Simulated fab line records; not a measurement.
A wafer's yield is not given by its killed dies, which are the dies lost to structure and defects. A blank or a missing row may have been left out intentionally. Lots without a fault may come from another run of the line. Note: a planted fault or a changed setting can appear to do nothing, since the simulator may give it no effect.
Which tool was responsible? :: flow nandHarc :: Sampling: 6 lots, 18 wafers, 2 of 1302 route steps

== WHAT EACH GAUGE READ, for each wafer ==
NHARC_A_ONON_D2_THK_MEAS_18: measures by ellipsometry.
lot: L769
measured: day 14 18:56
on: filmMetro-01
thkNm (nm): 913 910 912 909 912 912

lot: L776
measured: day 17 10:54
on: filmMetro-02
thkNm (nm): 997 998 999

lot: L779
measured: day 18 20:02
on: filmMetro-01
thkNm (nm): 1004 1004 1004

lot: L780
measured: day 19 07:43
on: filmMetro-01
thkNm (nm): 1009 1008 1009

lot: L781
measured: day 20 03:41
on: filmMetro-02
thkNm (nm): 1003 1007 1004

lot: L784
measured: day 21 06:35
on: filmMetro-02
thkNm (nm): 999 998 997

== EACH LOT AND THE TOOL THAT RAN IT (in order: tool; ch and the chambers of the sampled wafers; start) ==
lot: L769
NHARC_A_ONON_D2_DEP_16: pecvdOnon-01 ch 0, day 14 18:26

lot: L776
NHARC_A_ONON_D2_DEP_16: pecvdOnon-03 ch 0, day 17 10:23

lot: L779
NHARC_A_ONON_D2_DEP_16: pecvdOnon-04 ch 0, day 18 19:38

lot: L780
NHARC_A_ONON_D2_DEP_16: pecvdOnon-01 ch 0, day 19 07:12

lot: L781
NHARC_A_ONON_D2_DEP_16: pecvdOnon-04 ch 0, day 20 03:11

lot: L784
NHARC_A_ONON_D2_DEP_16: pecvdOnon-01 ch 0, day 21 06:12
- NHARC_A_ONON_D2_DEP_16: target thk 1000 nm.

== THE ANSWER, worked out from the rows above alone ==
Rule: the lots themselves supply what counts as usual. Put in order of their means at a reading, lots are off if they are a third of the lots or fewer, leave a main group of 4 or more, and stand apart from it by a gap of 3 or more times the standard deviation of the main group's means; of several such gaps the widest counts. A main group whose means are all the same, to the digits that the tables above print for the reading, isn't used. A lot without any number at a reading at which 4 lots or more have one is off too. All remaining lots with rows at the step are treated as sound.
Off at NHARC_A_ONON_D2_THK_MEAS_18 (thkNm): L769. The main group has a mean of 1003 nm with a standard deviation of 4.1.
If a tool, at a process step before that reading, ran all the lots that are off and no sound lot after the first of them, it fits. Those tools and the gauges at NHARC_A_ONON_D2_THK_MEAS_18 are tried in the same way. Of those tried, none fits.

== WHAT THE SIMULATOR HAD INSERTED ==
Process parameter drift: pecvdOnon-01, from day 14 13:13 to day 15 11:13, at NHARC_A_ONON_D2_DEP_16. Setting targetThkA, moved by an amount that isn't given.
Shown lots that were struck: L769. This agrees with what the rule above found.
